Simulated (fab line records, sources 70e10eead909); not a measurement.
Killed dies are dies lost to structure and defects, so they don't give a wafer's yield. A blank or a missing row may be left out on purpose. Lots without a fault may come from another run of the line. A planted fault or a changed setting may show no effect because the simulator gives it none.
A struck lot beside a sound one | flow nand_harc | 28 steps out of a route of 1159
Sound: wafers L465.3, L465.4, L465.6. Struck: wafers L467.2, L467.3, L467.6. The cause comes at the end.
At each step with rows: each side's tool, then ch and its chambers, then its first start. Under that, the readings that differ: sound wafers | struck wafers | difference of the means | sigmas: that difference in standard deviations of wafers without a fault.
alike: readings whose means differ by less than 2 such deviations, and words and numbers that are the same on both sides. not compared: withheld readings, readings that some wafer has no value for, bounds like >300 that may hide the same value, and numbers for which the record gives no deviation and whose values overlap.
The two part at a step that has a row with sigmas, a row that says differs or no value, or rows on one side only. Numbers that don't overlap but have no deviation are shown without sigmas and don't part them. A reading that every wafer of one side lacks parts them only if that side has two wafers or more.

first, 1 step without rows for these wafers: NHARC_P_ZERO_WELL_HARDBAKE_53 (time 80 s).
NHARC_P_ZERO_WELL_DESCUM_54: chemistry O2, time 3 s.
  sound on rie_diel-08 ch 0,1, day 3 11:47; struck on rie_diel-01 ch 0,1,3, day 4 00:01
  alike: drypump_motor_current_A, oes_product_au, rf_vpp_V, showerhead_plenum_p_Torr, throttle_valve_pct
  not compared: rf_hours_counter_h
then, 5 steps without rows for these wafers: NHARC_P_ZERO_WELL_IMPLANT_55; NHARC_P_ZERO_WELL_IMPLANT_61; NHARC_P_ZERO_WELL_STRIP_56 (strips in SPM, time 840 s); NHARC_P_ZERO_WELL_PRECLEAN_68 (cleans in SC1, time 60 s); NHARC_P_ZERO_WELL_SRD_69.
NHARC_P_ZERO_WELL_RTA_42: time 300 s.
  sound on rtp_anneal-01 ch 0, day 3 13:01; struck on rtp_anneal-01 ch 0, day 4 01:08
  alike: anneal_temp_c_max, lamp_power_pct, wafer_temp_C_max
NHARC_P_ZERO_WELL_INSPECT_43:
  sound on defect_inspect-01, day 3 13:29; struck on defect_inspect-02, day 4 01:41
  alike: raw_defect_count
then, 3 steps without rows for these wafers: NHARC_P_STI_ETCH_26 (etches SiO2 in dHF, target depth 11 nm); NHARC_P_STI_PRECLEAN_27 (cleans in SC1); NHARC_P_STI_SRD_28.
NHARC_P_STI_OXIDE_29: material SiO2, target thk 10 nm, ox time 1362 s.
  sound on furnace-03 ch 0, day 3 17:28; struck on furnace-05 ch 0, day 4 07:11
  reading              | sound             | struck            | difference | sigmas
  spike_tc_lower_C (C) | 900.5 901.7 902.6 | 898.1 897.0 901.0 | -2.9       | -2
  spike_tc_top_C (C)   | 914.7 915.0 914.2 | 910.2 909.6 909.5 | -4.9       | -2
  alike: zone_power_centre_pct
then, 10 steps without rows for these wafers: NHARC_P_STI_HM_DEP_30 (deposits Si3N4, target thk 80 nm, time 873 s); NHARC_P_STI_DEHYDRATE_01 (time 120 s); NHARC_P_STI_HMDS_02 (time 30 s); NHARC_P_STI_COAT_41 (time 65 s); NHARC_P_STI_COAT_03 (resist thk 600 nm); NHARC_P_STI_SOFTBAKE_04 (time 70 s); NHARC_P_STI_EBR_05; NHARC_P_STI_EXPOSE_06 (exposes mask P STI, target cd 200 nm); NHARC_P_STI_PEB_07 (peb time 80 s); NHARC_P_STI_DEVELOP_08 (time 50 s).
NHARC_P_STI_CD_MEAS_09: target cd 200 nm.
  sound on cd_sem-03 ch 0, day 4 04:53; struck on cd_sem-02 ch 0, day 4 18:26
  alike: cd_nm
NHARC_P_STI_OVL_MEAS_10:
  sound on overlay-01, day 4 04:58; struck on overlay-02, day 4 18:32
  alike: overlay_x_nm, overlay_y_nm
NHARC_P_STI_INSPECT_11:
  sound on defect_inspect-01, day 4 05:00; struck on defect_inspect-01, day 4 18:34
  reading          | sound  | struck      | difference | sigmas
  raw_defect_count | 11 4 7 | 749 787 742 | +752       | +99 or more
then, 1 step without rows for these wafers: NHARC_P_STI_HARDBAKE_13 (time 65 s).
-- the record jumps here: 17 days lie between the struck wafers' starts before and after (it left off in module P_STI and takes up again in module END, whose first step shown is number 1159 of the route) --
NHARC_END_SORT_01:
  sound on prober-02 ch 0, day 21 07:28; struck on prober-01 ch 0, day 21 23:52
  reading             | sound    | struck      | difference | sigmas
  killed_at_periphery | 8 6 3    | 445 438 425 | +430       | +99 or more
  killed_dies         | 42 41 34 | 464 453 444 | +415       | +41
  alike: killed_at_array, killed_at_other, killed_open, killed_short

WHERE THEY PART
First at NHARC_P_STI_OXIDE_29; last, within this record, at NHARC_END_SORT_01.

WHY: what the simulator had put in
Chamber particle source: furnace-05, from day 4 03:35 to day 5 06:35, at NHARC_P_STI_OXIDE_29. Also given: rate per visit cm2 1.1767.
